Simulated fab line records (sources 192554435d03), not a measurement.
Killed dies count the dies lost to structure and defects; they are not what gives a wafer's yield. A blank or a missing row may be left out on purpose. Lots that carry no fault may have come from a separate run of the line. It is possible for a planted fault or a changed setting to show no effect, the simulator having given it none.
Split-lot study	flow n5 finfet	route with 1938 steps; 7 lots, 39 wafers read

== ON THE SPLIT ==
At N5_FIN_SAQP_ALD_61 (deposits SiO2, target thk 4 nm, pulse time 1 s, purge time 2 s), the setting ald cycles was moved away from the recipe's 43 on 9 of the 39 wafers read, by -16.3% to -9.3%. For the rest of the wafers, this setting stayed at what the recipe calls for.

Reading taken at the split's own step.

== THE READING ==
SiO2_of_FIN_SAQP_ALD_61.thk nm (the simulator's own value, which no gauge read), in nm, at N5_FIN_SAQP_ALD_61 (deposits SiO2, target thk 4 nm, pulse time 1 s, purge time 2 s). The file does not state a usual value for it. Across the 30 wafers here that went through the recipe, the average is 3.994 nm and the standard deviation 0.022 nm.

wafer	tool, chamber at the split	ald cycles as run	against the recipe	SiO2_of_FIN_SAQP_ALD_61.thk nm, nm	against lot-mates on the recipe
L075.2	ald sin-02, 0	43	recipe	3.967	-
L075.3	ald sin-02, 2	43	recipe	3.989	-
L075.4	ald sin-02, 3	43	recipe	4.026	-
L078.1	ald sin-04, 2	43	recipe	3.987	-
L078.2	ald sin-04, 1	36	-16.3%	3.336	-0.661
L078.3	ald sin-04, 0	43	recipe	3.996	-
L078.4	ald sin-04, 3	36	-16.3%	3.372	-0.625
L078.5	ald sin-04, 0	36	-16.3%	3.335	-0.662
L078.6	ald sin-04, 1	43	recipe	4.007	-
L081.1	ald sin-03, 3	43	recipe	3.986	-
L081.2	ald sin-03, 1,0	43	recipe	3.989	-
L081.3	ald sin-03, 1,0	43	recipe	3.989	-
L081.4	ald sin-03, 2	43	recipe	3.983	-
L081.5	ald sin-03, 3	43	recipe	3.987	-
L081.6	ald sin-03, 2	43	recipe	3.959	-
L085.1	ald sin-02, 3	43	recipe	4.021	-
L085.2	ald sin-02, 1	38	-11.6%	3.514	-0.469
L085.3	ald sin-02, 2	43	recipe	3.971	-
L085.4	ald sin-02, 0	43	recipe	3.958	-
L085.5	ald sin-02, 3	38	-11.6%	3.558	-0.425
L085.6	ald sin-02, 0	38	-11.6%	3.48	-0.503
L092.1	ald sin-04, 0	43	recipe	3.972	-
L092.2	ald sin-04, 2	43	recipe	4.001	-
L092.3	ald sin-04, 3	43	recipe	4.043	-
L092.4	ald sin-04, 1	43	recipe	3.998	-
L092.5	ald sin-04, 2	43	recipe	4.028	-
L092.6	ald sin-04, 3	43	recipe	4.048	-
L094.1	ald sin-03, 3	43	recipe	4.003	-
L094.2	ald sin-03, 1	43	recipe	3.983	-
L094.3	ald sin-03, 0	39	-9.3%	3.616	-0.376
L094.4	ald sin-03, 2	43	recipe	3.989	-
L094.5	ald sin-03, 0	39	-9.3%	3.606	-0.386
L094.6	ald sin-03, 1	39	-9.3%	3.627	-0.365
L097.1	ald sin-03, 3	43	recipe	3.996	-
L097.2	ald sin-03, 0	43	recipe	3.981	-
L097.3	ald sin-03, 1	43	recipe	4.013	-
L097.4	ald sin-03, 2	43	recipe	3.978	-
L097.5	ald sin-03, 3	43	recipe	4.01	-
L097.6	ald sin-03, 2	43	recipe	3.976	-
Rows listing several chambers each stand for several wafers; the file does not say which wafer went through which chamber.

FIT RESULTS
A straight line over all 39 wafers: SiO2_of_FIN_SAQP_ALD_61.thk nm changes by +0.0402 nm for each +1% of ald cycles; r = +0.99; the points scatter about the line by 0.023 nm.
The same after taking each lot's own level away (the mean of its wafers on the recipe; 39 wafers): +0.04 nm for each +1%; r = +1.00; scatter 0.02 nm.
On that fit, the largest move of ald cycles shifts the reading by 0.65 nm.
The lots' own levels span 3.9822 to 4.0150 nm, that is 1.5 times the standard deviation above.
So the lot-to-lot level changes the slope little: the two slopes agree.
Check: for one of the wafers moved furthest among these (-16.3%), held out of the fit, the line's prediction against its lot-mates is -0.649 nm. It came out at -0.661 nm against them.

== FURTHER SPLITS ON THESE WAFERS ==
Note: prior to the reading, these wafers also went through further splits. Each is held against what the fit with the lots' levels taken away leaves over:
other split on the same wafers	wafers away from the commonest value	r with SiO2_of_FIN_SAQP_ALD_61.thk nm (lot level and that fit taken away)
N5_WELL_APT_EPI_41 target thk a	18	-0.02

== THE FILE'S OWN FIT ==
SiO2_of_FIN_SAQP_ALD_61.thk nm changes by +0.04 nm for each +1% of ald cycles, r = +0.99.
